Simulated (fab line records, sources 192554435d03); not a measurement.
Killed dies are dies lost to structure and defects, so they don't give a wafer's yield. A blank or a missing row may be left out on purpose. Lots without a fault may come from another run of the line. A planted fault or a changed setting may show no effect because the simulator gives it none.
fab line records | flow n5_finfet
record lots=4 wafers=12 last_day=17
route steps=1938 shown BEOL_M12@1647 BEOL_M13@1659 PASSIVATION@1936
lots that met no fault: from a run of the same line without faults
start_h: hours from the record's first day to the start of the lot's first wafer shown | wait_h: hours since the lot's step before | " the same as in the row above | L1.1+2: a row that stands for several wafers | - no value, or no start given | * or withheld: withheld | < > ~ a bound
route shown NAME@n: a module of which the file shows steps, and the number in the route of the first | usual: mean/standard deviation of fault-free wafers | same: alike in all rows | chamber/n: place in a boat | sites: the reading at each site | _std_site: their standard deviation | _edge_site: outer sites' mean less inner sites' | radius_mm: how far each site lies from the wafer's centre | mask NAME#n: copy n | behind: the tool/chamber that last shaped the wafer | hold: why the lot was held/for how many hours/how that ended | device: the transistor (n, p or np) that didn't switch | end of line: the same wafers' tests at the end of the route | a step without rows: its recipe alone | killed: dies lost to structure and defects at the first sort, not the wafer's yield | map: a wafer's dies, x killed, . not, _ none there
set.NAME: the setting as run; set.NAME@STEP: as run at that earlier step | model.NAME: the simulator's own value behind a step, which no gauge read
lots at some steps of the route; a table a step, a row a wafer
services: from which hour (start_h, from the record's first day; less than 0 if before it) a tool's chamber was out of use, for how many hours, and why
## steps
# step N5_BEOL_M12_PRE_CLEAN_42
# recipe gas=H2/He time_s=30 temp_c=250
# step N5_BEOL_M12_SPUTTER_43
# recipe material=TaN target_thk_a=150 temp_c=50 bias_v=168.6 power_w=15000 chamber_pressure_pa=0.12 time_s=24.19
# step N5_BEOL_M12_SPUTTER_44
# recipe material=Ta target_thk_a=100 temp_c=50 bias_v=80 power_w=15000 chamber_pressure_pa=0.07 time_s=16.13
# step N5_BEOL_M12_SPUTTER_45
# recipe material=Cu target_thk_a=800 temp_c=-20 bias_v=60 power_w=26000 chamber_pressure_pa=0.13 time_s=13.33
# step N5_BEOL_M12_ECD_47
# recipe material=Cu target_thk_a=7200
# step N5_BEOL_M12_ANNEAL_48
# recipe temp_c=225 time_s=90 ambient=N2
# step N5_BEOL_M12_CMP_49
# recipe stop_on=SiOC t_overpolish_s=20.6 down_force_psi=1 platen_rpm=50 clearing_platen_down_force_psi=1.5 clearing_platen_rpm=50 post_cmp_clean=cu_alkaline target_thk_nm=320 clearing_platen_pad_velocity_m_s=0.99484 pad_velocity_m_s=0.99484
# step N5_BEOL_M12_PRE_CLEAN_52
# recipe gas=NH3 time_s=15 temp_c=withheld rf_power_w=300
# step N5_BEOL_M12_DEP_53
# recipe material=SiCN target_thk_a=300 temp_c=withheld precursor=3MS/NH3 pressure_torr=3 rf_w=675 time_s=10.5
# step N5_BEOL_M13_ILD_DEP_00
# recipe material=SiOC target_thk_a=8379.2 temp_c=350 precursor=DEMS/O2 pressure_torr=5 rf_w=500 time_s=166.4
# usual heater_power_w=490/77 showerhead_plenum_p_Torr=5.698/0.015 susceptor_temp_C=350.01/0.22 throttle_valve_pct=12.2/0.49
# columns lot.wafer tool chamber start_h wait_h heater_power_w showerhead_plenum_p_Torr susceptor_temp_C throttle_valve_pct model.SiOC_of_BEOL_M13_ILD_DEP_00.thk_nm
L794.1 pecvd-02 1 306.66 0.0 517 5.742 349.94 12.6 830.2
L794.2 " 0 " " 407 5.673 350.35 12.6 834.2
L794.5 " 2 " " 478 5.678 349.90 11.9 849
L796.2 pecvd-01 2 316.02 0.0 433 5.710 350.27 11.6 829.8
L796.4 " 0 " " 588 5.706 349.97 12.8 841.6
L796.5 " 2 " " 459 5.713 350.23 11.7 839.8
L804.2 pecvd-02 1 360.70 0.0 478 5.710 341.78 12.4 875.6
L804.5 " 0 " " 409 5.671 350.42 12.6 855.4
L804.6 " 2 " " 400 5.659 350.01 12.1 854.2
L806.1 pecvd-02 2 367.25 0.0 450 5.667 349.72 11.9 836.6
L806.3 " 1 " " 469 5.725 341.76 12.7 868.2
L806.4 " 2 " " 474 5.671 349.58 12.0 848
# step N5_BEOL_M13_COAT_58
# recipe resist=BARC temp_c=205 time_s=60 spin_rpm=1500 resist_thk_nm=89
# step N5_BEOL_M13_COAT_04
# recipe spin_rpm=1625 resist_thk_nm=400
# step N5_BEOL_M13_EBR_06
# recipe solvent=PGMEA ebr_width_mm=1.5
# step N5_BEOL_M13_SOFTBAKE_05
# recipe temp_c=130 time_s=60
# step N5_BEOL_M13_EXPOSE_07
# recipe mask_id=V12 na=0.93 source_shape=conventional sigma_outer=0.6 polarization=unpolarized attpsm_phase_deg=180 dose_mj=24.8
# step N5_BEOL_M13_PEB_08
# recipe peb_temp_c=130 peb_time_s=90
# step N5_BEOL_M13_DEVELOP_09
# recipe develop_time_s=45 rinse_liquid=diw dry=air_spin dev_temp_c=21
# step N5_BEOL_M13_HARDBAKE_14
# recipe temp_c=130 time_s=120
# step N5_BEOL_M13_DESCUM_15
# recipe chemistry=O2 time_s=7.9 source_power_w=50 bias_power_w=20 pressure_mtorr=20 rf_frequency_hz=2.712e+07 temp_c=40 o2_flow_sccm=225
# step N5_BEOL_M13_ETCH_59
# recipe chemistry=N2/H2 target=BARC target_depth_a=890 overetch_a=267 time_s=67.9 ion_energy_ev=200 pressure_mtorr=30 source_w=840 bias_w=150 n2_flow_sccm=200 h2_flow_sccm=200
# step N5_BEOL_M13_VIA_ETCH_16
# recipe chemistry=C4F8/O2/Ar target=SiOC pressure_mtorr=30 source_w=3000 bias_w=700 Ar_flow_sccm=400 C4F8_flow_sccm=15 O2_flow_sccm=8 he_inner_torr=15 he_outer_torr=30 target_depth_a=9217 time_s=withheld ion_energy_ev=250 ends=cleared
# usual drypump_motor_current_A=6.0/0.4 oes_product_au=0.69/0.081 rf_vpp_V=666.1/2.7 showerhead_plenum_p_Torr=3.43/0.095 throttle_valve_pct=24.19/0.28
# columns lot.wafer tool chamber start_h wait_h drypump_motor_current_A oes_product_au rf_vpp_V showerhead_plenum_p_Torr throttle_valve_pct model.etch.depth_nm
L794.1 rie_diel-02 1 307.29 0.0 5.7 0.62 661.7 3.27 24.59 830.3
L794.2 " 3 " " 5.7 0.60 663.6 3.34 24.66 834.1
L794.5 " 3 " " 5.8 0.60 664.5 3.34 24.65 849
L796.2 rie_diel-02 2 316.82 0.1 6.0 0.65 667.1 3.52 24.43 829.9
L796.4 " 0 " " 6.0 0.80 666.6 3.44 23.78 841.5
L796.5 " 2 " " 6.0 0.65 667.9 3.52 24.43 839.8
L804.2 rie_diel-03 2 361.47 0.0 6.4 0.62 664.2 3.38 24.18 875.5
L804.5 " 0 " " 6.1 0.64 666.7 3.50 23.97 855.4
L804.6 " 1 " " 5.7 0.63 664.3 3.35 24.46 854.2
L806.1 rie_diel-03 0 367.90 0.0 6.1 0.65 669.4 3.50 24.02 836.6
L806.3 " 1 " " 5.7 0.62 664.6 3.35 24.48 868.3
L806.4 " 3 " " 6.5 0.75 671.7 3.59 24.12 847.9
# step N5_BEOL_M13_STRIP_63
# recipe chemistry=N2/H2 power_w=1000 temp_c=250 h2_frac=0.65 overash_fraction=0.3 pressure_mtorr=1000 n2_flow_sccm=1750 h2_flow_sccm=3250
# step N5_BEOL_M13_STRIP_64
# recipe chemistry=N2/H2 power_w=1000 temp_c=250 h2_frac=0.65 overash_fraction=0.3 pressure_mtorr=withheld n2_flow_sccm=1750 h2_flow_sccm=3250
# step N5_BEOL_M13_STRIP_71
# recipe chemistry=post_etch_residue_remover time_s=60 temp_c=25 remover_ph=withheld remover_water_wt_pct=withheld remover_fluoride_wt_pct=withheld
# step N5_BEOL_M13_SRD_72
# recipe time_s=30 temp_c=23 rinse_liquid=diw dry=n2_spin spin_rpm=1500 dry_time_s=30
# step N5_BEOL_M13_COAT_65
# recipe resist=SOC temp_c=250 time_s=60 spin_rpm=1500 resist_thk_nm=350
# step N5_BEOL_M13_COAT_66
# recipe resist=SiARC temp_c=220 time_s=60 spin_rpm=1500 resist_thk_nm=110
# step N5_BEOL_M13_COAT_22
# recipe spin_rpm=2888 resist_thk_nm=300
# step N5_BEOL_M13_EBR_24
# recipe solvent=PGMEA ebr_width_mm=1.5
# step N5_BEOL_M13_SOFTBAKE_23
# recipe temp_c=130 time_s=60
# step N5_BEOL_M13_EXPOSE_25
# recipe mask_id=M13 na=0.93 source_shape=conventional sigma_outer=0.4 polarization=unpolarized target_cd_nm=210 dose_mj=22
# step N5_BEOL_M13_PEB_26
# recipe peb_temp_c=130 peb_time_s=90
# step N5_BEOL_M13_DEVELOP_27
# recipe develop_time_s=45 rinse_liquid=diw dry=air_spin dev_temp_c=21
# step N5_BEOL_M13_HARDBAKE_32
# recipe temp_c=130 time_s=120
# step N5_BEOL_M13_CMP_49
# recipe stop_on=SiOC t_overpolish_s=17.1 down_force_psi=1 platen_rpm=50 clearing_platen_down_force_psi=1.5 clearing_platen_rpm=50 post_cmp_clean=cu_alkaline target_thk_nm=420 clearing_platen_pad_velocity_m_s=0.99484 pad_velocity_m_s=0.99484
# usual barrier_field_endpoint_s=30.0/1.1 motor_current_A=5.7/0.41 overpolish_run_s=17.100/0.0082 retaining_ring_pressure_frac=0.999/0.0048 slurry_flow_ml_min=150.0/0.49
# columns lot.wafer tool chamber start_h wait_h barrier_field_endpoint_s motor_current_A overpolish_run_s retaining_ring_pressure_frac slurry_flow_ml_min model.SiOC_of_BEOL_M13_ILD_DEP_00.thk_nm
L794.1 cmp-02 3 312.33 0.3 28.5 6.0 17.097 0.999 150.4 773.4
L794.2 " 0 " " 29.2 5.8 17.101 0.996 149.1 775.4
L794.5 " 1 " " 31.3 6.1 17.085 1.002 150.3 789.6
L796.4 cmp-03 2 319.94 0.1 28.9 5.4 17.086 0.998 150.6 783
L796.2 " 1 " " 30.9 6.0 17.107 1.001 149.6 770.6
L796.5 " 3 " " 30.4 5.5 17.099 0.999 150.3 780.8
L804.2 cmp-02 2 365.85 0.3 30.4 5.6 17.113 0.994 150.2 812.8
L804.6 " 3 " " 28.9 6.1 17.097 0.992 149.5 791.8
L804.5 " 0 " " 29.8 5.6 17.111 1.005 150.2 799.6
L806.1 cmp-01 1 374.84 0.3 31.8 6.6 17.104 0.992 150.4 776.4
L806.3 " 2 " " 29.1 5.1 17.102 1.002 150.0 807.4
L806.4 " 0 " " 29.8 6.0 17.104 1.005 150.5 788.4
# step N5_PASSIVATION_PROBE_49
# usual defect_limited_yield=91.4/1.5 killed_at_M0_to_M3=36/11 killed_at_M4_up=14/6 killed_at_contacts=11/6 killed_at_front_end=37/11 killed_at_other=4/3.4 killed_dies=102/18 killed_open=66/13 killed_short=34/7.8 sort_bin_4_leakage=0.00/0.017 sort_bin_5_function=5.0/0.97 sort_bin_6_memory=3.2/0.7 sort_n_pass=1078/19 sort_yield_pct=91.3/1.6
# same gross_dies=1180 killed_at_back_side=0 sort_bin_8_speed[%]=0
# columns lot.wafer tool chamber start_h wait_h defect_limited_yield[%] killed_at_M0_to_M3 killed_at_M4_up killed_at_contacts killed_at_front_end killed_at_other killed_dies killed_open killed_short sort_bin_4_leakage[%] sort_bin_5_function[%] sort_bin_6_memory[%] sort_n_pass sort_yield_pct[%]
L794.1 prober-02 - 343.29 0.0 92.1 22 20 14 33 4 93 73 19 0 4.2 3.6 1087 92.1
L794.2 prober-02 - 343.34 0.1 91.4 40 10 10 35 7 102 69 30 0 5.4 3.1 1078 91.4
L794.5 prober-02 - 343.49 0.2 93.0 23 9 14 34 3 83 56 26 0 4.0 2.8 1097 93.0
L796.2 prober-02 - 349.87 0.9 91.9 39 7 2 46 2 96 63 32 0 4.8 2.8 1084 91.9
L796.4 prober-02 - 349.97 1.0 91.2 29 16 8 51 0 104 65 38 0 4.9 3.4 1076 91.2
L796.5 prober-02 - 350.02 1.1 91.0 36 7 13 49 1 106 67 38 0 5.1 3.7 1074 91.0
L804.2 prober-01 - 395.12 0.1 91.5 21 9 23 45 2 100 68 31 0 4.8 3.4 1080 91.5
L804.5 prober-01 - 395.27 0.2 92.4 18 20 18 34 0 90 59 29 0 4.3 3.1 1090 92.4
L804.6 prober-01 - 395.32 0.3 88.1 49 17 13 60 1 140 88 47 0 7.2 4.4 1040 88.1
L806.1 prober-01 - 401.06 0.0 93.2 34 7 6 33 0 80 51 29 0.08 3.9 2.7 1099 93.1
L806.3 prober-01 - 401.16 0.1 88.4 54 16 5 60 2 137 79 53 0 6.1 4.6 1043 88.4
L806.4 prober-01 - 401.21 0.2 92.8 29 4 4 38 10 85 45 34 0 3.9 2.9 1095 92.8
# killed by level:class
L794.1 FIN_SAQP:geometric_particle:open=17 MOL_CONTACT_COAG:geometric_particle:open=11 BEOL_M5:geometric_particle:open=8 BEOL_M0_SAQP:geometric_particle:open=7 BEOL_M2:geometric_particle:open=6 BEOL_M0_SAQP:geometric_particle:short=5 STI_FIN_REVEAL:geometric_particle:open=3 MOL_CONTACT_COAG:geometric_particle:short=3
L794.2 FIN_SAQP:geometric_particle:open=15 BEOL_M0_SAQP:geometric_particle:short=10 BEOL_M2:geometric_particle:open=9 MOL_CONTACT_COAG:geometric_particle:open=8 FIN_SAQP:geometric_particle:short=6 BEOL_M1:geometric_particle:open=6 BEOL_M3:geometric_particle:open=6 BEOL_M0_SAQP:geometric_particle:open=5
L794.5 MOL_CONTACT_COAG:geometric_particle:open=12 FIN_SAQP:geometric_particle:open=11 BEOL_M0_SAQP:geometric_particle:short=8 STI_FIN_REVEAL:geometric_particle:open=6 BEOL_M0_SAQP:geometric_particle:open=6 DUMMY_GATE:geometric_particle:open=5 BEOL_M5:geometric_particle:open=4 BEOL_M1:geometric_particle:open=3
L796.2 BEOL_M1:geometric_particle:open=13 STI_FIN_REVEAL:geometric_particle:open=13 BEOL_M0_SAQP:geometric_particle:open=8 FIN_SAQP:geometric_particle:short=7 FIN_SAQP:geometric_particle:open=5 DUMMY_GATE:geometric_particle:open=5 BEOL_M0_SAQP:geometric_particle:short=5 BEOL_M3:geometric_particle:open=5
L796.4 FIN_SAQP:geometric_particle:open=12 STI_FIN_REVEAL:geometric_particle:open=10 BEOL_M1:geometric_particle:open=9 BEOL_M4:geometric_particle:open=8 FIN_SAQP:geometric_particle:short=7 MOL_CONTACT_COAG:geometric_particle:open=7 BEOL_M0_SAQP:geometric_particle:open=6 GATE_CUT:geometric_particle:short=4
L796.5 BEOL_M1:geometric_particle:open=14 DUMMY_GATE:geometric_particle:open=13 FIN_SAQP:geometric_particle:short=9 STI_FIN_REVEAL:geometric_particle:open=7 BEOL_M2:geometric_particle:open=6 MOL_CONTACT_COAG:geometric_particle:short=6 MOL_CONTACT_COAG:geometric_particle:open=6 GATE_CUT:geometric_particle:short=5
L804.2 MOL_CONTACT_COAG:geometric_particle:open=18 STI_FIN_REVEAL:geometric_particle:open=15 BEOL_M0_SAQP:geometric_particle:short=9 DUMMY_GATE:geometric_particle:open=7 FIN_SAQP:geometric_particle:short=6 MOL_CONTACT_COAG:geometric_particle:short=5 BEOL_M0_SAQP:geometric_particle:open=4 BEOL_M2:geometric_particle:open=4
L804.5 MOL_CONTACT_COAG:geometric_particle:open=12 BEOL_M2:geometric_particle:open=7 BEOL_M4:geometric_particle:open=7 MOL_CONTACT_COAG:geometric_particle:short=6 BEOL_M3:geometric_particle:open=6 FIN_SAQP:geometric_particle:short=5 STI_FIN_REVEAL:geometric_particle:open=5 STI_FIN_REVEAL:geometric_particle:short=4
L804.6 STI_FIN_REVEAL:geometric_particle:open=14 BEOL_M0_SAQP:geometric_particle:open=13 BEOL_M0_SAQP:geometric_particle:short=11 MOL_CONTACT_COAG:geometric_particle:open=9 DUMMY_GATE:geometric_particle:open=8 BEOL_M3:geometric_particle:open=8 FIN_SAQP:geometric_particle:open=6 FIN_SAQP:geometric_particle:short=6
L806.1 BEOL_M2:geometric_particle:open=13 FIN_SAQP:geometric_particle:short=12 FIN_SAQP:geometric_particle:open=6 BEOL_M0_SAQP:geometric_particle:short=6 BEOL_M0_SAQP:geometric_particle:open=6 BEOL_M3:geometric_particle:open=6 DUMMY_GATE:geometric_particle:open=3 STI_FIN_REVEAL:geometric_particle:open=3
L806.3 BEOL_M0_SAQP:geometric_particle:short=20 BEOL_M0_SAQP:geometric_particle:open=14 STI_FIN_REVEAL:geometric_particle:open=12 DUMMY_GATE:geometric_particle:open=11 FIN_SAQP:geometric_particle:short=7 BEOL_M2:geometric_particle:open=6 BEOL_M3:geometric_particle:open=5 STARTING-WAFER:geometric_particle:short=5
L806.4 STI_FIN_REVEAL:geometric_particle:open=10 BEOL_M0_SAQP:geometric_particle:open=10 BEOL_M0_SAQP:geometric_particle:short=9 FIN_SAQP:geometric_particle:short=5 FIN_SAQP:geometric_particle:open=4 ILD0:geometric_particle:short=4 BEOL_M2:geometric_particle:open=4 MIM_TOP_ETCH:geometric_particle:short=4
## services
# columns tool chamber start_h hours kind
rie_diel-03 - 283.25 0.1 repair
cmp-02 - 292.57 1.2 repair
pecvd-01 0 294.15 5.0 scheduled_down
pecvd-01 2 298.12 1.9 repair
rie_diel-03 1 299.40 1.6 repair
pecvd-01 - 301.37 14.6 pm
cmp-01 - 303.99 0.9 repair
cmp-01 - 305.30 2.1 repair
rie_diel-02 1 311.81 7.9 repair
rie_diel-02 3 314.33 6.4 repair
pecvd-02 - 317.36 0.8 repair
rie_diel-02 3 320.94 - clean
rie_diel-02 3 320.94 - consumable_replace:focus_ring
rie_diel-02 3 320.94 25.9 scheduled_down
rie_diel-02 3 320.94 25.9 vent_cycle
pecvd-01 1 348.44 6.4 repair
rie_diel-02 3 358.48 9.0 repair
pecvd-01 - 367.18 0.7 repair
rie_diel-02 1 369.38 - clean
rie_diel-02 1 369.38 - consumable_replace:focus_ring
rie_diel-02 1 369.38 - consumable_replace:showerhead
rie_diel-02 1 369.38 19.1 scheduled_down
rie_diel-02 1 369.38 19.1 vent_cycle
## key
first_sign step=N5_BEOL_M13_ILD_DEP_00 reading=susceptor_temp_C direction=down sigmas=38 usual=* struck=*
effect none on later readings
model_effect step=N5_BEOL_M13_ILD_DEP_00 value=SiOC_of_BEOL_M13_ILD_DEP_00.thk_nm without=853 struck=871.9
model_effect step=N5_BEOL_M13_VIA_ETCH_16 value=etch.depth_nm without=853 struck=871.9
model_effect step=N5_BEOL_M13_CMP_49 value=SiOC_of_BEOL_M13_ILD_DEP_00.thk_nm without=791.2 struck=810.1
met_at N5_BEOL_M13_ILD_DEP_00
struck_wafers L804.2,L806.3
onset_between 306.66 360.70
fault kind=process_parameter_drift tool=pecvd-02 chamber=1 onset_h=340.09 steps=N5_BEOL_M13_ILD_DEP_00 channel=temp_c offset=* shape=step end_h=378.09 acts_in=* stated=*
